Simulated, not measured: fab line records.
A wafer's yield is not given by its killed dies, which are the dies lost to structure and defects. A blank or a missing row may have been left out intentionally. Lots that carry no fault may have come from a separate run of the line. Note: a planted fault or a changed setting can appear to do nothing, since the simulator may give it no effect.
fab line records | flow nandHarc
record lots=6 | wafers=18 | lastDay=24
route steps=1159 shown A_BLC@989 A_M0@994 END@1159
lots that met no fault: from a run of the same line without faults
startH: hours from the record's first day to the start of the lot's first wafer shown | waitH: hours from the lot's prior step to this one | " identical to the entry in the row above | L1.1+2: a row that stands for several wafers | - no value, or no start given | * or withheld: withheld | < > ~ a bound
route shown NAME@n: names a module that has steps shown in the file, with the first one's number in the route | usual: mean/standard deviation taken from wafers without a fault | same: alike in all rows | chamber/n: place in a boat | sites: per-site readings | _std_site: their standard deviation | _edge_site: mean of outer sites minus mean of inner sites | radiusMm: how far each site lies from the wafer's centre | mask NAME#n: copy n | behind: the last tool/chamber to shape the wafer | hold: cause of the lot's hold/its duration in hours/its outcome | device: the transistor (n, p or np) that didn't switch | end of line: at the end of the route, the tests of the same wafers | a step given without rows: its recipe and nothing more | killed: count of dies lost to structure and defects at first sort (not the wafer's yield) | map: the dies of a wafer, with x for killed, . for not killed, _ for no die there
set.NAME: the setting as run; set.NAME@STEP: as run at that earlier step | model.NAME: the simulator's own value behind a step, which no gauge read
a table for each step, a row for each wafer; lots at some steps of the route
services: from which hour (startH, from the record's first day; less than 0 if before it) a tool's chamber was out of use, for how many hours, and why
## steps
# step NHARC_A_BLC_CVD_24
# recipe targetThkA=1500 | tempC=300 | pressureTorr=40 | wf6FlowSccm=40 | h2FlowSccm=1600 | arFlowSccm=1560 | timeS=434 | material=W
# usual chamberPressureTorr=40.00/0.09 | heaterPowerW=426/31 | mfcArSccm=1560/4.6 | throttleValvePct=8.21/0.26
lot.wafer | tool    | chamber | startH | waitH | chamberPressureTorr | heaterPowerW | mfcArSccm | throttleValvePct
L169.3    | cvdW-02 | 1       | -      | -     | 40.14               | 430          | 1557      | 7.55
L169.5    | "       | 1       | "      | "     | 39.95               | 441          | 1558      | 7.81
L169.6    | "       | 1       | "      | "     | 40.02               | 432          | 1559      | 7.89
L172.2    | cvdW-01 | 1       | -      | -     | 39.93               | 482          | 1567      | 8.40
L172.3    | "       | 1       | "      | "     | 39.93               | 478          | 1568      | 8.23
L172.5    | "       | 0       | "      | "     | 39.87               | 440          | 1561      | 8.09
L177.1    | cvdW-02 | 1       | -      | -     | 40.01               | 441          | 1572      | 7.83
L177.2    | "       | 0       | "      | "     | 39.95               | 391          | 1567      | 8.61
L177.4    | "       | 1       | "      | "     | 40.01               | 435          | 1566      | 8.06
L175.2    | cvdW-02 | 0       | -      | -     | 40.04               | 385          | 1562      | 8.15
L175.4    | "       | 1       | "      | "     | 40.11               | 431          | 1561      | 8.14
L175.3    | "       | 0       | "      | "     | 39.89               | 399          | 1561      | 8.30
L179.4    | cvdW-02 | 1       | -      | -     | 40.15               | 422          | 1560      | 7.91
L179.3    | "       | 0       | "      | "     | 40.01               | 401          | 1558      | 8.45
L179.6    | "       | 0       | "      | "     | 39.97               | 398          | 1555      | 8.39
L187.2    | cvdW-01 | 1       | -      | -     | 39.99               | 493          | 1566      | 8.34
L187.4    | "       | 1       | "      | "     | 40.09               | 505          | 1560      | 8.45
L187.6    | "       | 1       | "      | "     | 39.81               | 500          | 1562      | 8.63
# step NHARC_A_BLC_CMP_25
# recipe tOverpolishS=30 | targetThkNm=150
# usual motorCurrentA=12.2/1.5 | overpolishRunS=30.001/0.01 | timeToEndpointS=30.8/2.6
lot.wafer | tool   | chamber | startH | waitH | motorCurrentA | overpolishRunS | timeToEndpointS
L169.3    | cmp-01 | 1       | 436.73 | 0.5   | 12.3          | 30.016         | 36.3
L169.5    | "      | 1       | "      | "     | 11.4          | 30.005         | 35.0
L169.6    | "      | 2       | "      | "     | 11.4          | 30.001         | 30.3
L172.2    | cmp-02 | 1       | 457.71 | 0.5   | 13.6          | 30.009         | 31.7
L172.3    | "      | 2       | "      | "     | 14.0          | 29.992         | 31.4
L172.5    | "      | 2       | "      | "     | 14.8          | 30.000         | 29.4
L177.4    | cmp-03 | 3       | 464.73 | 0.3   | 10.4          | 29.996         | 32.8
L177.2    | "      | 1       | "      | "     | 12.0          | 29.995         | 29.3
L177.1    | "      | 2       | "      | "     | 13.0          | 29.996         | 30.3
L175.2    | cmp-03 | 3       | 486.49 | 0.4   | 10.0          | 29.988         | 35.2
L175.4    | "      | 0       | "      | "     | 14.4          | 30.010         | 35.1
L175.3    | "      | 1       | "      | "     | 12.2          | 29.993         | 33.6
L179.3    | cmp-02 | 2       | 486.95 | 0.3   | 14.2          | 30.012         | 31.5
L179.4    | "      | 1       | "      | "     | 13.5          | 30.003         | 33.0
L179.6    | "      | 2       | "      | "     | 14.3          | 29.986         | 32.4
L187.4    | cmp-02 | 0       | 541.28 | 0.4   | 10.6          | 29.999         | 34.2
L187.2    | "      | 1       | "      | "     | 13.6          | 30.013         | 33.0
L187.6    | "      | 0       | "      | "     | 10.8          | 29.999         | 31.9
# step NHARC_A_BLC_SRD_27
# step NHARC_A_BLC_INSPECT_28
# usual rawDefectCount=467/140
lot.wafer | tool             | chamber | startH | waitH | rawDefectCount
L169.3    | defectInspect-01 | -       | 437.13 | 0.1   | 648
L169.5    | "                | -       | "      | "     | 433
L169.6    | "                | -       | "      | "     | 376
L172.2    | defectInspect-02 | -       | 458.12 | 0.1   | 480
L172.3    | "                | -       | "      | "     | 470
L172.5    | "                | -       | "      | "     | 387
L177.1    | defectInspect-01 | -       | 465.14 | 0.1   | 316
L177.2    | "                | -       | "      | "     | 478
L177.4    | "                | -       | "      | "     | 348
L175.2    | defectInspect-02 | -       | 486.90 | 0.1   | 282
L175.3    | "                | -       | "      | "     | 364
L175.4    | "                | -       | "      | "     | 269
L179.3    | defectInspect-01 | -       | 487.36 | 0.1   | 274
L179.4    | "                | -       | "      | "     | 359
L179.6    | "                | -       | "      | "     | 327
L187.2    | defectInspect-01 | -       | 541.70 | 0.1   | 526
L187.4    | "                | -       | "      | "     | 601
L187.6    | "                | -       | "      | "     | 752
# step NHARC_A_M0_DEP_00
# recipe targetThkA=1500 | targetThkNm=150 | tempC=withheld | pressureTorr=5 | flowSccm=200 | rfW=600 | material=SiOC
# step NHARC_A_M0_DEHYDRATE_01
# recipe tempC=150 | timeS=120
# step NHARC_A_M0_HMDS_02
# recipe timeS=30
# step NHARC_A_M0_COAT_33
# recipe tempC=200 | timeS=65
# step NHARC_A_M0_COAT_03
# recipe spinRpm=1500 | resistThkNm=90
# step NHARC_A_M0_SOFTBAKE_04
# recipe tempC=105 | timeS=55
# step NHARC_A_M0_EBR_05
# step NHARC_A_M0_EXPOSE_06
# recipe na=1.35 | targetCdNm=80 | doseMj=83.25 | maskId=A_M0
# usual exposureDoseMJCm2=83.26/0.084
lot.wafer | tool           | chamber | startH | waitH | mask   | exposureDoseMJCm2
L169.3    | arfiScanner-03 | 0       | 437.79 | -     | A_M0#0 | 83.27
L169.5    | "              | 0       | "      | "     | A_M0#0 | 83.20
L169.6    | "              | 0       | "      | "     | A_M0#0 | 83.32
L172.2    | arfiScanner-02 | 0       | 458.97 | -     | A_M0#0 | 83.21
L172.3    | "              | 0       | "      | "     | A_M0#0 | 83.26
L172.5    | "              | 0       | "      | "     | A_M0#0 | 83.24
L177.1    | arfiScanner-02 | 0       | 465.77 | -     | A_M0#0 | 79.16
L177.2    | "              | 0       | "      | "     | A_M0#0 | 79.07
L177.4    | "              | 0       | "      | "     | A_M0#0 | 79.00
L175.2    | arfiScanner-01 | 0       | 487.67 | -     | A_M0#0 | 83.31
L175.3    | "              | 0       | "      | "     | A_M0#0 | 83.26
L175.4    | "              | 0       | "      | "     | A_M0#0 | 83.33
L179.3    | arfiScanner-02 | 0       | 488.16 | -     | A_M0#0 | 79.90
L179.4    | "              | 0       | "      | "     | A_M0#0 | 79.89
L179.6    | "              | 0       | "      | "     | A_M0#0 | 79.95
L187.2    | arfiScanner-03 | 0       | 542.49 | -     | A_M0#0 | 83.20
L187.4    | "              | 0       | "      | "     | A_M0#0 | 83.37
L187.6    | "              | 0       | "      | "     | A_M0#0 | 83.22
# step NHARC_A_M0_PEB_07
# recipe pebTempC=100 | pebTimeS=65
# step NHARC_A_M0_DEVELOP_08
# recipe developTimeS=35 | devTempC=23
# step NHARC_A_M0_CD_MEAS_09
# recipe targetCdNm=80 | landingEnergyEv=500
# usual cdNm=80.1/0.61
lot.wafer | tool     | chamber | startH | waitH | cdNm
L169.3    | cdSem-01 | 0       | 437.92 | -     | 80.1
L169.5    | "        | 0       | "      | "     | 79.2
L169.6    | "        | 0       | "      | "     | 79.5
L172.2    | cdSem-01 | 0       | 459.11 | -     | 81.6
L172.3    | "        | 0       | "      | "     | 80.7
L172.5    | "        | 0       | "      | "     | 80.1
L177.1    | cdSem-01 | 0       | 465.91 | -     | 77.4
L177.2    | "        | 0       | "      | "     | 76.9
L177.4    | "        | 0       | "      | "     | 76.5
L175.2    | cdSem-03 | 0       | 487.80 | -     | 80.8
L175.3    | "        | 0       | "      | "     | 80.2
L175.4    | "        | 0       | "      | "     | 80.4
L179.3    | cdSem-02 | 0       | 488.30 | -     | 76.6
L179.4    | "        | 0       | "      | "     | 76.7
L179.6    | "        | 0       | "      | "     | 77.4
L187.2    | cdSem-03 | 0       | 542.63 | -     | 81.7
L187.4    | "        | 0       | "      | "     | 81.1
L187.6    | "        | 0       | "      | "     | 81.5
# step NHARC_A_M0_OVL_MEAS_10
# recipe pitchNm=160
# usual overlayXNm=0.1/0.83 | overlayYNm=0.0/1.1
lot.wafer | tool       | chamber | startH | waitH | overlayXNm | overlayYNm
L169.3    | overlay-01 | -       | 438.01 | -     | 0.0        | 0.1
L169.5    | "          | -       | "      | "     | -0.1       | -0.2
L169.6    | "          | -       | "      | "     | -0.4       | -0.1
L172.2    | overlay-01 | -       | 459.20 | -     | 1.4        | 0.3
L172.3    | "          | -       | "      | "     | 1.5        | -0.3
L172.5    | "          | -       | "      | "     | 1.0        | -0.3
L177.1    | overlay-02 | -       | 466.00 | -     | 1.2        | 0.7
L177.2    | "          | -       | "      | "     | 1.1        | 0.7
L177.4    | "          | -       | "      | "     | 1.0        | 0.9
L175.2    | overlay-02 | -       | 487.89 | -     | 1.1        | 0.9
L175.3    | "          | -       | "      | "     | 1.6        | 0.4
L175.4    | "          | -       | "      | "     | 1.1        | 0.8
L179.3    | overlay-01 | -       | 488.38 | -     | 1.3        | 1.8
L179.4    | "          | -       | "      | "     | 1.4        | 1.8
L179.6    | "          | -       | "      | "     | 1.5        | 2.1
L187.2    | overlay-01 | -       | 542.71 | -     | -0.2       | 0.8
L187.4    | "          | -       | "      | "     | 0.4        | 0.1
L187.6    | "          | -       | "      | "     | 0.3        | 0.4
# step NHARC_A_M0_INSPECT_11
# usual rawDefectCount=30/11
lot.wafer | tool             | chamber | startH | waitH | rawDefectCount
L169.3    | defectInspect-01 | -       | 438.04 | 0.0   | 27
L169.5    | "                | -       | "      | "     | 19
L169.6    | "                | -       | "      | "     | 36
L172.2    | defectInspect-01 | -       | 459.24 | 0.0   | 36
L172.3    | "                | -       | "      | "     | 27
L172.5    | "                | -       | "      | "     | 41
L177.1    | defectInspect-01 | -       | 466.04 | 0.0   | 24
L177.2    | "                | -       | "      | "     | 33
L177.4    | "                | -       | "      | "     | 31
L175.2    | defectInspect-02 | -       | 487.93 | 0.0   | 42
L175.3    | "                | -       | "      | "     | 54
L175.4    | "                | -       | "      | "     | 39
L179.3    | defectInspect-02 | -       | 488.42 | 0.0   | 19
L179.4    | "                | -       | "      | "     | 16
L179.6    | "                | -       | "      | "     | 20
L187.2    | defectInspect-02 | -       | 542.75 | 0.0   | 16
L187.4    | "                | -       | "      | "     | 24
L187.6    | "                | -       | "      | "     | 21
# step NHARC_A_M0_DESCUM_14
# recipe timeS=3 | o2FlowSccm=200 | arFlowSccm=0 | biasPowerW=0 | chemistry=O2
# usual drypumpMotorCurrentA=5.63/0.29 | mfcArSccm=0.009/0.011 | oesProductAu=0.999/0.01 | rfVppV=57.9/0.71 | showerheadPlenumPTorr=1.94/0.082 | throttleValvePct=11.311/0.0089
lot.wafer | tool       | chamber | startH | waitH | drypumpMotorCurrentA | mfcArSccm | oesProductAu | rfHoursCounterH | rfVppV | showerheadPlenumPTorr | throttleValvePct | model.A_M0.cdNm
L169.3    | rieDiel-02 | 0       | 438.12 | 0.1   | 5.54                 | 0         | 1.013        | 7               | 57.2   | 1.87                  | 11.318           | 80.64
L169.6    | "          | 2       | "      | "     | 5.71                 | 0         | 1.015        | -               | 58.9   | 2.04                  | 11.318           | 78.71
L169.5    | "          | 3       | "      | "     | 5.80                 | 0.001     | 0.989        | -               | 56.9   | 2.06                  | 11.306           | 79.08
L172.3    | rieDiel-02 | 3       | 459.31 | 0.1   | 5.83                 | 0.001     | 0.996        | 8               | 58.7   | 2.06                  | 11.320           | 80.79
L172.2    | "          | 0       | "      | "     | 5.52                 | 0         | 1.016        | 9               | 58.3   | 1.87                  | 11.304           | 81.66
L172.5    | "          | 3       | "      | "     | 5.84                 | 0.001     | 1.003        | -               | 58.7   | 2.06                  | 11.326           | 80.91
L177.4    | rieDiel-07 | 3       | 466.10 | 0.1   | 5.59                 | 0.006     | 0.984        | 3               | 57.2   | 1.91                  | 11.312           | 76.22
L177.2    | "          | 1       | "      | "     | 5.35                 | 0.036     | 1.006        | 3               | 57.5   | 1.93                  | 11.315           | 77.4
L177.1    | "          | 2       | "      | "     | 5.34                 | 0.014     | 0.992        | 4               | 57.5   | 1.87                  | 11.319           | 77.25
L175.2    | rieDiel-04 | 0       | 487.99 | 0.1   | 5.36                 | 0         | 0.999        | 0               | 57.5   | 2.04                  | 11.303           | 80.63
L175.3    | "          | 1       | "      | "     | 5.21                 | 0         | 1.010        | 0               | 57.7   | 1.88                  | 11.307           | 81.45
L175.4    | "          | 2       | "      | "     | 6.47                 | 0         | 0.992        | 0               | 58.3   | 1.99                  | 11.308           | 80.63
L179.3    | rieDiel-02 | 2       | 488.48 | 0.1   | 5.74                 | 0         | 1.005        | 11              | 58.2   | 2.04                  | 11.304           | 76.45
L179.4    | "          | 0       | "      | "     | 5.49                 | 0         | 1.002        | 12              | 58.6   | 1.87                  | 11.322           | 77.02
L179.6    | "          | 2       | "      | "     | 5.75                 | 0         | 1.011        | -               | 58.9   | 2.04                  | 11.323           | 77.21
L187.4    | rieDiel-04 | 2       | 542.82 | 0.1   | 6.48                 | 0         | 0.997        | 4               | 58.3   | 1.99                  | 11.303           | 80.4
L187.2    | "          | 0       | "      | "     | 5.38                 | 0         | 0.993        | 3               | 58.3   | 2.04                  | 11.309           | 80.91
L187.6    | "          | 2       | "      | "     | 6.44                 | 0         | 1.000        | -               | 57.8   | 1.99                  | 11.298           | 80.92
# step NHARC_A_M0_ETCH_34
# recipe targetDepthA=400 | overetchA=120 | timeS=43.94 | ionEnergyEv=200 | n2FlowSccm=150 | h2FlowSccm=150 | arFlowSccm=0 | rfW=400 | biasW=150 | chemistry=N2/H2
# usual drypumpMotorCurrentA=5.7/0.3 | mfcArSccm=0.008/0.011 | n2FlowSccm=150.0/0.42 | oesProductAu=0.998/0.011 | rfVppV=431.1/2.6 | showerheadPlenumPTorr=2.06/0.09 | throttleValvePct=14.171/0.0087
lot.wafer | tool       | chamber | startH | waitH | drypumpMotorCurrentA | mfcArSccm | n2FlowSccm | oesProductAu | rfHoursCounterH | rfVppV | showerheadPlenumPTorr | throttleValvePct
L169.3    | rieDiel-02 | 1       | 438.20 | 0.1   | 5.8                  | 0.018     | 150.4      | 1.007        | 6               | 429.3  | 1.99                  | 14.169
L169.6    | "          | 3       | "      | "     | 5.8                  | 0.001     | 150.1      | 0.996        | -               | 434.9  | 2.20                  | 14.186
L169.5    | "          | 0       | "      | "     | 5.5                  | 0         | 150.3      | 1.008        | -               | 430.2  | 1.99                  | 14.168
L172.2    | rieDiel-02 | 0       | 459.39 | 0.1   | 5.5                  | 0         | 150.0      | 1.011        | 9               | 430.5  | 1.99                  | 14.162
L172.3    | "          | 1       | "      | "     | 5.8                  | 0.018     | 150.6      | 1.006        | 8               | 429.5  | 1.99                  | 14.178
L172.5    | "          | 3       | "      | "     | 5.8                  | 0.001     | 150.0      | 0.994        | -               | 435.7  | 2.20                  | 14.172
L177.2    | rieDiel-07 | 0       | 466.18 | 0.1   | 6.1                  | 0         | 150.1      | 0.993        | 3               | 426.8  | 1.91                  | 14.154
L177.4    | "          | 1       | "      | "     | 5.3                  | 0.036     | 150.2      | 1.012        | 3               | 428.5  | 2.05                  | 14.167
L177.1    | "          | 3       | "      | "     | 5.6                  | 0.006     | 150.0      | 0.993        | 3               | 431.5  | 2.04                  | 14.164
L175.3    | rieDiel-04 | 3       | 488.07 | 0.1   | 5.2                  | 0.018     | 150.3      | 0.998        | 0               | 431.1  | 2.05                  | 14.159
L175.2    | "          | 1       | "      | "     | 5.2                  | 0         | 150.6      | 1.012        | 0               | 430.5  | 2.01                  | 14.190
L175.4    | "          | 2       | "      | "     | 6.5                  | 0         | 149.6      | 0.999        | 0               | 431.6  | 2.12                  | 14.195
L179.3    | rieDiel-02 | 1       | 488.57 | 0.1   | 5.8                  | 0.018     | 149.8      | 1.012        | 10              | 427.4  | 1.99                  | 14.182
L179.4    | "          | 3       | "      | "     | 5.8                  | 0.001     | 150.5      | 0.993        | 11              | 436.3  | 2.20                  | 14.196
L179.6    | "          | 0       | "      | "     | 5.5                  | 0         | 150.0      | 1.009        | -               | 428.2  | 1.99                  | 14.174
L187.2    | rieDiel-04 | 0       | 542.91 | 0.1   | 5.4                  | 0         | 150.1      | 0.984        | 3               | 435.2  | 2.17                  | 14.161
L187.4    | "          | 1       | "      | "     | 5.3                  | 0         | 150.2      | 1.007        | 4               | 429.1  | 2.01                  | 14.171
L187.6    | "          | 3       | "      | "     | 5.2                  | 0.018     | 150.7      | 0.991        | -               | 431.0  | 2.05                  | 14.160
# step NHARC_A_M0_ETCH_15
# recipe targetDepthA=1500 | overetchA=150 | timeS=82.5 | c4f8FlowSccm=withheld | arFlowSccm=400 | rfW=600 | biasW=300 | chemistry=C4F8/Ar
# usual oesProductAu=0.945/0.023 | rfVppV=441.6/2.6
lot.wafer | tool       | chamber | startH | waitH | oesProductAu | rfHoursCounterH | rfVppV | model.A_M0.cdNm
L169.3    | rieDiel-02 | 3       | -      | -     | 0.908        | 7               | 446.3  | 80.33
L169.6    | "          | 1       | "      | "     | 0.915        | -               | 440.4  | 78.46
L169.5    | "          | 2       | "      | "     | 0.923        | -               | 444.6  | 79.45
L172.2    | rieDiel-02 | 1       | -      | -     | 0.923        | 8               | 439.0  | 81.83
L172.3    | "          | 2       | "      | "     | 0.936        | 8               | 445.7  | 80.81
L172.5    | "          | 3       | "      | "     | 0.920        | -               | 445.6  | 80.77
L177.2    | rieDiel-07 | 2       | -      | -     | 0.953        | 4               | 438.5  | 77.92
L177.1    | "          | 3       | "      | "     | 0.925        | 3               | 440.0  | 77.22
L177.4    | "          | 1       | "      | "     | 0.949        | 3               | 441.0  | 76.52
L175.4    | rieDiel-04 | 1       | -      | -     | 0.980        | 0               | 440.9  | 80.57
L175.2    | "          | 2       | "      | "     | 0.980        | 0               | 442.9  | 80.49
L175.3    | "          | 3       | "      | "     | 0.961        | 0               | 440.1  | 81.43
L179.3    | rieDiel-02 | 0       | -      | -     | 0.936        | 12              | 438.8  | 76.29
L179.4    | "          | 3       | "      | "     | 0.919        | 11              | 445.1  | 76.82
L179.6    | "          | 0       | "      | "     | 0.930        | -               | 441.1  | 77.41
L187.2    | rieDiel-04 | 0       | -      | -     | 0.964        | 3               | 443.7  | 81.28
L187.4    | "          | 2       | "      | "     | 0.955        | 4               | 443.8  | 80.32
L187.6    | "          | 3       | "      | "     | 0.970        | -               | 442.6  | 81.16
# step NHARC_A_M0_CD_MEAS_16
# usual cdNm=80.0/0.8
lot.wafer | tool     | chamber | startH | waitH | cdNm
L169.3    | cdSem-03 | -       | 438.41 | -     | 80.6
L169.5    | "        | -       | "      | "     | 79.9
L169.6    | "        | -       | "      | "     | 78.7
L172.2    | cdSem-02 | -       | 459.60 | -     | 81.7
L172.3    | "        | -       | "      | "     | 80.9
L172.5    | "        | -       | "      | "     | 80.8
L177.1    | cdSem-03 | -       | 466.40 | -     | 77.1
L177.2    | "        | -       | "      | "     | 77.9
L177.4    | "        | -       | "      | "     | 76.7
L175.2    | cdSem-03 | -       | 488.29 | -     | 80.4
L175.3    | "        | -       | "      | "     | 81.5
L175.4    | "        | -       | "      | "     | 81.1
L179.3    | cdSem-03 | -       | 488.79 | -     | 76.0
L179.4    | "        | -       | "      | "     | 76.8
L179.6    | "        | -       | "      | "     | 77.4
L187.2    | cdSem-03 | -       | 543.11 | -     | 81.6
L187.4    | "        | -       | "      | "     | 80.2
L187.6    | "        | -       | "      | "     | 81.1
# step NHARC_END_SORT_01
# recipe tempC=25
# usual defectLimitedYield=95.4/1.3 | killedAtArray=27/8 | killedAtOther=0.8/1.2 | killedAtPeriphery=3.3/2.3 | killedDies=31/8.8 | killedOpen=3.2/2.1 | killedShort=2.1/1.4 | sort_bin_2_pct=1.4/0.55 | sort_bin_3_pct=0.25/0.2 | sort_bin_4_pct=2.9/0.92 | sortNPass=646/8.8 | sortRimYieldPct=95.5/2.7 | sortYieldPct=95.4/1.3
# same grossDies=677 | sort_bin_5_pct[%]=0 | sort_bin_6_pct[%]=0 | sort_bin_7_pct[%]=0 | sort_bin_8_pct[%]=0 | sortRimNGross=106.00
lot.wafer | tool      | chamber | startH | waitH | defectLimitedYield[%] | killedAtArray | killedAtOther | killedAtPeriphery | killedDies | killedOpen | killedShort | sort_bin_2_pct[%] | sort_bin_3_pct[%] | sort_bin_4_pct[%] | sortNPass | sortRimYieldPct[%] | sortYieldPct[%]
L175.2    | prober-01 | 0       | 530.58 | 2.8   | 94.7                  | 32            | 1             | 3                 | 36         | 2          | 2           | 1.6               | 0.30              | 3.4               | 641       | 91.5               | 94.7
L175.3    | prober-01 | 0       | 531.39 | 3.1   | 93.5                  | 41            | 0             | 3                 | 44         | 7          | 2           | 1.8               | 1.03              | 3.7               | 633       | 88.7               | 93.5
L175.4    | prober-01 | 0       | 532.19 | 3.4   | 92.8                  | 42            | 5             | 2                 | 49         | 4          | 3           | 2.2               | 0.30              | 4.7               | 628       | 98.1               | 92.8
L179.4    | prober-02 | 0       | 540.06 | 3.4   | 96.6                  | 17            | 4             | 2                 | 23         | 2          | 1           | 1.3               | 0                 | 2.1               | 654       | 96.2               | 96.6
L179.6    | prober-02 | 0       | 541.67 | 4.0   | 96.3                  | 22            | 2             | 1                 | 25         | 0          | 6           | 0.9               | 0.44              | 2.4               | 652       | 96.2               | 96.3
# killed by level:class
L175.2 A_CHANNEL_HOLE_D1:chamberFilmFlake=11 A_SLIT:chamberFilmFlake=10 A_STAIRCASE:chamberFilmFlake=3 A_CONTACT:chamberFilmFlake=3 A_M0:chamberFilmFlake=2 P_GATE:geometricParticle:open=1 P_M0:geometricParticle:short=1 A_ONON_D1:geometricParticle:open=1
L175.3 A_CHANNEL_HOLE_D1:chamberFilmFlake=17 A_SLIT:chamberFilmFlake=11 A_CONTACT:chamberFilmFlake=6 A_CHANNEL_FILL_D1:geometricParticle:open=3 A_ONON_D1:geometricParticle:short=2 P_STI:geometricParticle:open=1 P_M0:geometricParticle:open=1 A_SGD_CUT:geometricParticle:open=1
L175.4 A_CHANNEL_HOLE_D1:chamberFilmFlake=18 A_SLIT:chamberFilmFlake=10 A_CONTACT:chamberFilmFlake=5 THIN_TSV:chamberFilmFlake=5 A_M0:geometricParticle:open=2 P_CONTACT:geometricParticle:short=1 A_ONON_D1:geometricParticle:short=1 A_CHANNEL_FILL_D1:geometricParticle:short=1
L179.4 A_CONTACT:chamberFilmFlake=6 A_CHANNEL_HOLE_D1:chamberFilmFlake=5 THIN_TSV:chamberFilmFlake=4 A_STAIRCASE:chamberFilmFlake=2 P_CONTACT:geometricParticle:open=1 A_CHANNEL_HOLE_D1:geometricParticle:short=1 A_SGD_CUT:geometricParticle:open=1 P_M1:chamberFilmFlake=1
L179.6 A_CONTACT:chamberFilmFlake=12 A_CHANNEL_HOLE_D1:chamberFilmFlake=4 A_CHANNEL_HOLE_D1:geometricParticle:short=2 THIN_TSV:chamberFilmFlake=2 P_M0:geometricParticle:short=1 A_SOURCE_PLATE:geometricParticle:short=1 A_ONON_D1:geometricParticle:short=1 A_SGD_CUT:geometricParticle:short=1
## services
tool           | chamber | startH | hours | kind
cmp-02         | -       | 422.61 | 4.0   | pm
arfiScanner-03 | -       | 423.27 | 0.8   | repair
arfiScanner-02 | -       | 428.00 | 4.0   | pm
cmp-02         | -       | 432.08 | 4.9   | repair
arfiScanner-01 | -       | 434.33 | 5.7   | repair
rieDiel-04     | 3       | 435.95 | 5.2   | repair
cmp-03         | -       | 437.01 | 4.0   | repair
cmp-03         | -       | 451.00 | 4.0   | pm
rieDiel-07     | 1       | 452.43 | 3.9   | repair
arfiScanner-01 | -       | 453.33 | 4.4   | repair
rieDiel-04     | -       | 466.22 | 9.0   | pm
cvdW-01        | -       | 474.57 | 13.0  | pm
arfiScanner-03 | -       | 484.00 | 4.0   | pm
arfiScanner-03 | -       | 500.02 | 1.6   | repair
rieDiel-02     | 1       | 501.19 | 7.4   | repair
rieDiel-02     | -       | 504.70 | 9.0   | pm
rieDiel-07     | 0       | 508.92 | 10.8  | repair
cvdW-02        | -       | 510.35 | 0.4   | repair
cmp-02         | -       | 517.14 | 1.8   | repair
cmp-03         | -       | 519.97 | 0.3   | repair
cmp-02         | -       | 520.61 | 4.0   | pm
arfiScanner-02 | -       | 522.25 | 2.2   | repair
cvdW-01        | 0       | 529.59 | 1.6   | repair
cvdW-01        | 0       | 538.30 | 7.8   | repair
## key
firstSign step=NHARC_A_M0_EXPOSE_06 | reading=exposureDoseMJCm2 | direction=down | sigmas=45 | usual=83.26 | struck=79.50
effect step=NHARC_A_M0_CD_MEAS_09 | reading=cdNm | direction=down | sigmas=5.3 | usual=80.1 | struck=76.9 | through=controlLoop
effect step=NHARC_A_M0_CD_MEAS_16 | reading=cdNm | direction=down | sigmas=3.8 | usual=80.0 | struck=77.0 | through=controlLoop
modelEffect step=NHARC_A_M0_DESCUM_14 | value=A_M0.cdNm | without=79.98 | struck=76.92
modelEffect step=NHARC_A_M0_ETCH_15 | value=A_M0.cdNm | without=80.08 | struck=77.03
metAt NHARC_A_M0_EXPOSE_06
struckWafers L177.1,L177.2,L177.4,L179.3,L179.4,L179.6
loopTrim step=NHARC_A_M0_EXPOSE_06 | setting=dose | lots=L179
onsetBetween 458.97 465.77
fault kind=processParameterDrift | tool=arfiScanner-02 | chamber=- | onsetH=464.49 | steps=NHARC_A_M0_EXPOSE_06 | channel=doseMj | offset=-4.2217 | shape=step | actsIn=theseRecipesOnly | stated=83.25
# loopTrim: a control loop set the setting to another value than it would have without faults
